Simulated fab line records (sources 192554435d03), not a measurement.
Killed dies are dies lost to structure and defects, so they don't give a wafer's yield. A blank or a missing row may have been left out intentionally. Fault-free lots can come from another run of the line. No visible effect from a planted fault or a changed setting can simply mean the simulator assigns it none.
Which tool was responsible? / flow n5Finfet / 10 lots with 28 wafers sampled at 6 steps, on a route of 1938 steps

WHAT THE GAUGES SHOWED, per wafer
N5_BEOL_M4_RC_MEAS_101.
lot=L193; measured=day 7 15:56; on=prober-01; DIBL_N (mV/V)=40.9 39.8 36.5; DIBL_P (mV/V)=41.0 39.5 35.0; IOFF_N (nA/um)=0.27 0.23 0.16; IOFF_P (nA/um)=0.32 0.29 0.23; ION_N (uA/um)=695 695 669; ION_P (uA/um)=472 474 465; SS_N (mV/dec)=72.0 72.1 71.2; SS_P (mV/dec)=74.4 74.1 72.4; VT_N (mV)=240 245 252; VT_P (mV)=-242.9 -243.5 -247.3
lot=L195; measured=day 8 23:30; on=prober-01; DIBL_N (mV/V)=36.3 35.8 38.5; DIBL_P (mV/V)=37.4 37.5 40.0; IOFF_N (nA/um)=0.17 0.16 0.23; IOFF_P (nA/um)=0.21 0.22 0.26; ION_N (uA/um)=683 672 702; ION_P (uA/um)=462 468 475; SS_N (mV/dec)=71.5 70.7 71.8; SS_P (mV/dec)=73.8 72.9 73.9; VT_N (mV)=248 250 245; VT_P (mV)=-249.2 -247.8 -246.1
lot=L197; measured=day 9 10:52; on=prober-02; DIBL_N (mV/V)=33.9 37.5 35.4; DIBL_P (mV/V)=34.9 37.1 36.2; IOFF_N (nA/um)=0.13 0.19 0.15; IOFF_P (nA/um)=0.17 0.20 0.19; ION_N (uA/um)=674 668 678; ION_P (uA/um)=461 455 470; SS_N (mV/dec)=70.4 72.0 71.5; SS_P (mV/dec)=73.2 73.4 73.2; VT_N (mV)=254 248 249; VT_P (mV)=-250.4 -251.0 -250.7
lot=L202; measured=day 11 02:52; on=prober-01; DIBL_N (mV/V)=36.3 39.2; DIBL_P (mV/V)=36.1 39.5; IOFF_N (nA/um)=0.17 0.24; IOFF_P (nA/um)=0.20 0.26; ION_N (uA/um)=683 691; ION_P (uA/um)=464 459; SS_N (mV/dec)=71.6 72.2; SS_P (mV/dec)=73.7 74.0; VT_N (mV)=247 244; VT_P (mV)=-252.8 -249.3
lot=L203; measured=day 11 04:19; on=prober-02; DIBL_N (mV/V)=36.3 34.5; DIBL_P (mV/V)=37.7 34.6; IOFF_N (nA/um)=0.18 0.15; IOFF_P (nA/um)=0.22 0.18; ION_N (uA/um)=682 671; ION_P (uA/um)=457 456; SS_N (mV/dec)=71.2 70.8; SS_P (mV/dec)=74.1 72.5; VT_N (mV)=248 248; VT_P (mV)=-251.5 -252.5
lot=L207; measured=day 11 10:08; on=prober-02; DIBL_N (mV/V)=35.4 36.7 34.1; DIBL_P (mV/V)=34.5 35.9 33.8; IOFF_N (nA/um)=0.16 0.19 0.14; IOFF_P (nA/um)=0.22 0.23 0.20; ION_N (uA/um)=674 676 674; ION_P (uA/um)=466 461 462; SS_N (mV/dec)=71.8 71.8 71.0; SS_P (mV/dec)=73.3 73.2 72.8; VT_N (mV)=249 248 249; VT_P (mV)=-246.7 -249.6 -249.5
lot=L210; measured=day 12 16:12; on=prober-02; DIBL_N (mV/V)=35.5 34.0 36.1; DIBL_P (mV/V)=37.7 35.7 37.6; IOFF_N (nA/um)=0.18 0.14 0.17; IOFF_P (nA/um)=0.22 0.19 0.23; ION_N (uA/um)=683 682 680; ION_P (uA/um)=467 469 457; SS_N (mV/dec)=70.6 71.1 71.8; SS_P (mV/dec)=73.8 72.9 73.7; VT_N (mV)=247 251 247; VT_P (mV)=-248.6 -251.5 -248.3
lot=L213; measured=day 12 22:59; on=prober-02; DIBL_N (mV/V)=36.0 33.0 37.4; DIBL_P (mV/V)=35.9 32.7 36.6; IOFF_N (nA/um)=0.15 0.11 0.16; IOFF_P (nA/um)=0.20 0.16 0.21; ION_N (uA/um)=675 668 667; ION_P (uA/um)=461 459 457; SS_N (mV/dec)=71.1 70.9 71.4; SS_P (mV/dec)=74.0 73.1 73.7; VT_N (mV)=252 253 253; VT_P (mV)=-250.9 -252.0 -251.4
lot=L215; measured=day 14 07:43; on=prober-02; DIBL_N (mV/V)=37.5 37.7 36.6; DIBL_P (mV/V)=39.3 39.7 38.0; IOFF_N (nA/um)=0.18 0.18 0.16; IOFF_P (nA/um)=0.24 0.25 0.23; ION_N (uA/um)=691 680 685; ION_P (uA/um)=475 471 474; SS_N (mV/dec)=71.0 72.0 71.1; SS_P (mV/dec)=73.8 74.1 73.4; VT_N (mV)=246 247 246; VT_P (mV)=-246.5 -247.2 -248.1
lot=L216; measured=day 14 06:26; on=prober-01; DIBL_N (mV/V)=37.2 37.9 39.3; DIBL_P (mV/V)=37.1 36.6 38.0; IOFF_N (nA/um)=0.16 0.16 0.20; IOFF_P (nA/um)=0.21 0.21 0.25; ION_N (uA/um)=673 681 687; ION_P (uA/um)=457 461 464; SS_N (mV/dec)=71.4 72.1 72.2; SS_P (mV/dec)=73.4 74.0 73.7; VT_N (mV)=250 250 247; VT_P (mV)=-252.4 -252.9 -246.7

TOOL THAT RAN EACH LOT (tool first, then ch and the chambers of the sampled wafers, then the start)
lot=L193; N5_BEOL_M2_PECVD_72=pecvd-03 ch 0,2, day 6 11:16; N5_BEOL_M2_ANNEAL_87=pvdSputter-02, day 6 16:27; N5_BEOL_M2_ANNEAL_51=rtpAnneal-02 ch 0, day 6 17:43; N5_BEOL_M2_CMP_52=cmp-01 ch 0,1,2, day 6 17:58; N5_BEOL_M2_PRE_CLEAN_60=cvdCo-01 ch 0,2, day 6 18:17
lot=L195; N5_BEOL_M2_PECVD_72=pecvd-04 ch 0,1,2, day 7 01:30; N5_BEOL_M2_ANNEAL_87=pvdSputter-02, day 7 12:50; N5_BEOL_M2_ANNEAL_51=rtpAnneal-01 ch 0, day 7 14:09; N5_BEOL_M2_CMP_52=cmp-01 ch 0,1,3, day 7 14:26; N5_BEOL_M2_PRE_CLEAN_60=cvdCo-01 ch 0,2, day 7 14:41
lot=L197; N5_BEOL_M2_PECVD_72=pecvd-03 ch 0,2, day 7 09:40; N5_BEOL_M2_ANNEAL_87=pvdSputter-01, day 8 09:43; N5_BEOL_M2_ANNEAL_51=rtpAnneal-01 ch 0, day 8 10:56; N5_BEOL_M2_CMP_52=cmp-02 ch 0,1,3, day 8 11:32; N5_BEOL_M2_PRE_CLEAN_60=cvdCo-02 ch 0,1,2, day 8 11:50
lot=L202; N5_BEOL_M2_PECVD_72=pecvd-04 ch 0,2, day 9 02:49; N5_BEOL_M2_ANNEAL_87=pvdSputter-01, day 9 16:25; N5_BEOL_M2_ANNEAL_51=rtpAnneal-01 ch 0, day 9 17:47; N5_BEOL_M2_CMP_52=cmp-03 ch 1,3, day 9 18:03; N5_BEOL_M2_PRE_CLEAN_60=cvdCo-02 ch 0,2, day 9 18:17
lot=L203; N5_BEOL_M2_PECVD_72=pecvd-04 ch 0,2, day 9 04:49; N5_BEOL_M2_ANNEAL_87=pvdSputter-03, day 9 17:17; N5_BEOL_M2_ANNEAL_51=rtpAnneal-01 ch 0, day 9 18:35; N5_BEOL_M2_CMP_52=cmp-02 ch 0,2, day 9 18:48; N5_BEOL_M2_PRE_CLEAN_60=cvdCo-01 ch 0, day 9 19:08
lot=L207; N5_BEOL_M2_PECVD_72=pecvd-04 ch 0,1, day 9 19:46; N5_BEOL_M2_ANNEAL_87=pvdSputter-02, day 10 02:39; N5_BEOL_M2_ANNEAL_51=rtpAnneal-01 ch 0, day 10 03:55; N5_BEOL_M2_CMP_52=cmp-03 ch 0,2,3, day 10 04:14; N5_BEOL_M2_PRE_CLEAN_60=cvdCo-01 ch 0,1, day 10 04:33
lot=L210; N5_BEOL_M2_PECVD_72=pecvd-03 ch 0,2, day 10 23:54; N5_BEOL_M2_ANNEAL_87=pvdSputter-01, day 11 09:47; N5_BEOL_M2_ANNEAL_51=rtpAnneal-02 ch 0, day 11 11:05; N5_BEOL_M2_CMP_52=cmp-03 ch 0,3, day 11 11:18; N5_BEOL_M2_PRE_CLEAN_60=cvdCo-01 ch 0,1, day 11 11:38
lot=L213; N5_BEOL_M2_PECVD_72=pecvd-02 ch 1,2, day 11 16:18; N5_BEOL_M2_ANNEAL_87=pvdSputter-03, day 12 01:35; N5_BEOL_M2_ANNEAL_51=rtpAnneal-02 ch 0, day 12 02:49; N5_BEOL_M2_CMP_52=cmp-03 ch 0,3, day 12 03:06; N5_BEOL_M2_PRE_CLEAN_60=cvdCo-01 ch 1,2, day 12 03:26
lot=L215; N5_BEOL_M2_PECVD_72=pecvd-04 ch 0,1, day 12 07:51; N5_BEOL_M2_ANNEAL_87=pvdSputter-03, day 12 15:22; N5_BEOL_M2_ANNEAL_51=rtpAnneal-01 ch 0, day 12 16:35; N5_BEOL_M2_CMP_52=cmp-02 ch 0,2, day 12 16:53; N5_BEOL_M2_PRE_CLEAN_60=cvdCo-02 ch 0,1,2, day 12 17:13
lot=L216; N5_BEOL_M2_PECVD_72=pecvd-04 ch 0,2, day 12 08:07; N5_BEOL_M2_ANNEAL_87=pvdSputter-03, day 12 17:36; N5_BEOL_M2_ANNEAL_51=rtpAnneal-02 ch 0, day 12 18:52; N5_BEOL_M2_CMP_52=cmp-01 ch 0,1,2, day 12 19:09; N5_BEOL_M2_PRE_CLEAN_60=cvdCo-02 ch 0,1,2, day 12 19:26
- N5_BEOL_M2_PECVD_72: deposits SiO2 from TEOS/O2, target thk 16 nm, time 18 s.
- N5_BEOL_M2_ANNEAL_87: time 240 s.
- N5_BEOL_M2_ANNEAL_51: time 90 s.
- N5_BEOL_M2_CMP_52: polishes, stops on SiOC, t overpolish 6.8 s, target thk 40 nm.
- N5_BEOL_M2_PRE_CLEAN_60: time 15 s.

AS READ BY THE TOOLS THEMSELVES (means over the sampled wafers that have a number; for cases with no such wafer, the mark the record gives instead)
N5_BEOL_M2_PECVD_72.
lot=L193; tool=pecvd-03; heaterPowerW (W)=671; showerheadPlenumPTorr (Torr)=8.75; throttleValvePct (%)=22.2
lot=L195; tool=pecvd-04; heaterPowerW (W)=906; showerheadPlenumPTorr (Torr)=8.80; throttleValvePct (%)=23.6
lot=L197; tool=pecvd-03; heaterPowerW (W)=641; showerheadPlenumPTorr (Torr)=8.76; throttleValvePct (%)=22.3
lot=L202; tool=pecvd-04; heaterPowerW (W)=837; showerheadPlenumPTorr (Torr)=8.77; throttleValvePct (%)=22.9
lot=L203; tool=pecvd-04; heaterPowerW (W)=856; showerheadPlenumPTorr (Torr)=8.79; throttleValvePct (%)=23.2
lot=L207; tool=pecvd-04; heaterPowerW (W)=852; showerheadPlenumPTorr (Torr)=8.82; throttleValvePct (%)=24.5
lot=L210; tool=pecvd-03; heaterPowerW (W)=674; showerheadPlenumPTorr (Torr)=8.76; throttleValvePct (%)=22.4
lot=L213; tool=pecvd-02; heaterPowerW (W)=692; showerheadPlenumPTorr (Torr)=8.77; throttleValvePct (%)=21.8
lot=L215; tool=pecvd-04; heaterPowerW (W)=930; showerheadPlenumPTorr (Torr)=8.82; throttleValvePct (%)=24.5
lot=L216; tool=pecvd-04; heaterPowerW (W)=867; showerheadPlenumPTorr (Torr)=8.78; throttleValvePct (%)=22.8

N5_BEOL_M2_ANNEAL_87.
lot=L193; tool=pvdSputter-02; heaterPowerW (W)=927
lot=L195; tool=pvdSputter-02; heaterPowerW (W)=858
lot=L197; tool=pvdSputter-01; heaterPowerW (W)=799
lot=L202; tool=pvdSputter-01; heaterPowerW (W)=890
lot=L203; tool=pvdSputter-03; heaterPowerW (W)=837
lot=L207; tool=pvdSputter-02; heaterPowerW (W)=933
lot=L210; tool=pvdSputter-01; heaterPowerW (W)=758
lot=L213; tool=pvdSputter-03; heaterPowerW (W)=862
lot=L215; tool=pvdSputter-03; heaterPowerW (W)=870
lot=L216; tool=pvdSputter-03; heaterPowerW (W)=860

N5_BEOL_M2_ANNEAL_51.
lot=L193 tool=rtpAnneal-02 wafer_temp_C_max=225.92
lot=L195 tool=rtpAnneal-01 wafer_temp_C_max=225.93
lot=L197 tool=rtpAnneal-01 wafer_temp_C_max=226.01
lot=L202 tool=rtpAnneal-01 wafer_temp_C_max=225.96
lot=L203 tool=rtpAnneal-01 wafer_temp_C_max=225.72
lot=L207 tool=rtpAnneal-01 wafer_temp_C_max=226.30
lot=L210 tool=rtpAnneal-02 wafer_temp_C_max=225.86
lot=L213 tool=rtpAnneal-02 wafer_temp_C_max=225.60
lot=L215 tool=rtpAnneal-01 wafer_temp_C_max=225.83
lot=L216 tool=rtpAnneal-02 wafer_temp_C_max=225.92

N5_BEOL_M2_CMP_52.
lot=L193; tool=cmp-01; barrierFieldEndpointS (s)=25.2; motorCurrentA (A)=6.2; padLifeWafers=1790
lot=L195; tool=cmp-01; barrierFieldEndpointS (s)=23.9; motorCurrentA (A)=6.1; padLifeWafers=1976
lot=L197; tool=cmp-02; barrierFieldEndpointS (s)=24.2; motorCurrentA (A)=5.3; padLifeWafers=296
lot=L202; tool=cmp-03; barrierFieldEndpointS (s)=28.4; motorCurrentA (A)=5.5; padLifeWafers=1689
lot=L203; tool=cmp-02; barrierFieldEndpointS (s)=26.2; motorCurrentA (A)=5.6; padLifeWafers=547
lot=L207; tool=cmp-03; barrierFieldEndpointS (s)=27.3; motorCurrentA (A)=6.0; padLifeWafers=1766
lot=L210; tool=cmp-03; barrierFieldEndpointS (s)=24.7; motorCurrentA (A)=5.9; padLifeWafers=1950
lot=L213; tool=cmp-03; barrierFieldEndpointS (s)=25.0; motorCurrentA (A)=5.7; padLifeWafers=2052
lot=L215; tool=cmp-02; barrierFieldEndpointS (s)=24.9; motorCurrentA (A)=5.8; padLifeWafers=1165
lot=L216; tool=cmp-01; barrierFieldEndpointS (s)=23.8; motorCurrentA (A)=6.3; padLifeWafers=812

N5_BEOL_M2_PRE_CLEAN_60.
lot=L193; tool=cvdCo-01; heaterPowerW (W)=72
lot=L195; tool=cvdCo-01; heaterPowerW (W)=71
lot=L197; tool=cvdCo-02; heaterPowerW (W)=96
lot=L202; tool=cvdCo-02; heaterPowerW (W)=91
lot=L203; tool=cvdCo-01; heaterPowerW (W)=62
lot=L207; tool=cvdCo-01; heaterPowerW (W)=73
lot=L210; tool=cvdCo-01; heaterPowerW (W)=68
lot=L213; tool=cvdCo-01; heaterPowerW (W)=78
lot=L215; tool=cvdCo-02; heaterPowerW (W)=100
lot=L216; tool=cvdCo-02; heaterPowerW (W)=98

THE ANSWER, worked out from the rows above alone
Rule: usual is defined by the lots themselves. The widest of any qualifying gaps counts: lots, ordered by their means at a reading, are off when they make up no more than a third of the lots, leave a main group of 4 or more, and stand apart from it by 3 or more times the standard deviation of that group's means. The tables above print the reading to a certain number of digits; a main group whose means all agree to those digits is not used. Also off: a lot with no number at a reading for which 4 or more lots have one. Where the step has rows for the other lots, those lots are counted as sound. First the gauges in route order, then the tools' own readings, where a lot's mean is used as printed above. At the first step where some lot is off, the reading lying furthest off is the one used; lots without a number count as furthest.
Nothing can be told from this: no lot is off at any reading shown.

WHAT HAD BEEN PUT IN BY THE SIMULATOR
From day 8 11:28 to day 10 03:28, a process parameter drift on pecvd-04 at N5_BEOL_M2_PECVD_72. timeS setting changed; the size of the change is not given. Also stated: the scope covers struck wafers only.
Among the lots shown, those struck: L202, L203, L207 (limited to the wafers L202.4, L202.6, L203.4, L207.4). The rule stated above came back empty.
